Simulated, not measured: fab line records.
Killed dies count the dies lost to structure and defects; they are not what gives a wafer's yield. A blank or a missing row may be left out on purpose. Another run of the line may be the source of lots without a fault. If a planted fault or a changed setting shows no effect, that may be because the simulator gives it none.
Split-lot experiment ; flow n5-finfet ; 21 wafers read across 7 lots, on a route 1938 steps long

## THE SPLIT ITSELF
At N5_MOL_CONTACT_COAG_COAT_62 (time 60 s, resist thk 60 nm), the setting spin-rpm was moved away from the recipe's 1500 rpm on 10 of the 21 wafers read, by -7.3% to +5.8%. For the rest of the wafers, this setting stayed at what the recipe calls for.

## FROM THE SPLIT TO THE READING: what the file shows between them, 2 steps
- N5_MOL_CONTACT_COAG_ALD_133: deposits SiO2, target thk 5 nm, pulse time 1 s, co reactant pulse time 1 s (also split here: ald-cycles)
- N5_MOL_CONTACT_COAG_ETCHBACK_134: etches SiO2 in CHF3, target depth 10 nm, time 6.7 s

## THE READING
etch.depth-nm (the simulator's own value, which no gauge read), in nm, at N5_MOL_CONTACT_COAG_ETCH_67 (etches SOC in N2/H2, target depth 60 nm, overetch 21 nm, time 101.2 s). The file does not state a usual value for it. Across the 11 wafers here that went through the recipe, the average is 60.05 nm and the standard deviation 0.084 nm.

wafer;tool, chamber at the split;spin-rpm as run, rpm;against the recipe;etch.depth-nm, nm;against lot-mates on the recipe
L077.1;litho-track-01, 0;1587;+5.8%;58.46;no lot-mate on the recipe
L077.2;litho-track-01, 0;1587;+5.8%;58.34;no lot-mate on the recipe
L077.6;litho-track-01, 0;1587;+5.8%;58.35;no lot-mate on the recipe
L078.1;litho-track-01, 0;1500;recipe;60.09;-
L078.2;litho-track-01, 0;1500;recipe;60.21;-
L078.5;litho-track-01, 0;1500;recipe;60.07;-
L085.1;litho-track-01, 0;1420;-5.3%;61.56;+1.48
L085.3;litho-track-01, 0;1500;recipe;60.08;-
L085.6;litho-track-01, 0;1420;-5.3%;61.86;+1.78
L086.1;litho-track-04, 0;1500;recipe;60.06;-
L086.4;litho-track-04, 0;1581;+5.4%;58.61;-1.45
L086.5;litho-track-04, 0;1581;+5.4%;58.4;-1.66
L087.3;litho-track-02, 0;1500;recipe;59.9;-
L087.5;litho-track-02, 0;1500;recipe;60.06;-
L087.6;litho-track-02, 0;1500;recipe;59.99;-
L092.3;litho-track-01, 0;1500;recipe;59.93;-
L092.4;litho-track-01, 0;1391;-7.3%;62.32;+2.39
L092.5;litho-track-01, 0;1391;-7.3%;62.32;+2.39
L095.3;litho-track-01, 0;1500;recipe;60.03;-
L095.4;litho-track-01, 0;1500;recipe;60.14;-
L095.5;litho-track-01, 0;1390;-7.3%;62.55;+2.46

FIT RESULTS
A straight line over all 21 wafers: etch.depth-nm changes by -0.305 nm for each +1% of spin-rpm; r = -1.00; the points scatter about the line by 0.11 nm.
The same after taking each lot's own level away (the mean of its wafers on the recipe; 18 wafers): -0.314 nm for each +1%; r = -1.00; scatter 0.1 nm.
On that fit, the largest move of spin-rpm shifts the reading by 2.3 nm.
The lots' own levels span 59.930 to 60.123 nm, that is 2.3 times the standard deviation above.
Consequently the slope shifts little with the lot-to-lot level, the two slopes agreeing.
Check: with one of the wafers moved furthest among these (-7.3%) left out of the fit, the line predicts +2.3 nm for it against its lot-mates. It came out at +2.46 nm against them.

## OTHER SPLITS ON THESE WAFERS
Other splits were also applied to these wafers ahead of the reading. Each is held against what the fit with the lots' levels taken away leaves over:
other split on the same wafers;wafers away from the commonest value;r with etch.depth-nm (lot level and that fit taken away)
N5_MOL_CONTACT_COAG_EXPOSE_05 dose-mj;7;-0.02
N5_MOL_CONTACT_COAG_ALD_133 ald-cycles;6;+0.36

## THE WHOLE CHAIN: every reading that the file lists as answering this split, in the file's order
step;what it does;reading;change (the file's fit);r (the file's)
N5_MOL_CONTACT_COAG_COAT_62;time 60 s, resist thk 60 nm;SOC_of_MOL_CONTACT_COAG_COAT_62.thk-nm (the simulator's own value, which no gauge read);-0.322 nm for each +1% of the setting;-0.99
N5_MOL_CONTACT_COAG_ETCH_67;etches SOC in N2/H2, target depth 60 nm, overetch 21 nm, time 101.2 s;etch.depth-nm (the simulator's own value, which no gauge read);-0.32 nm for each +1% of the setting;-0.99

## THE FILE'S OWN FIT
etch.depth-nm changes by -0.32 nm for each +1% of spin-rpm, r = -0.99.
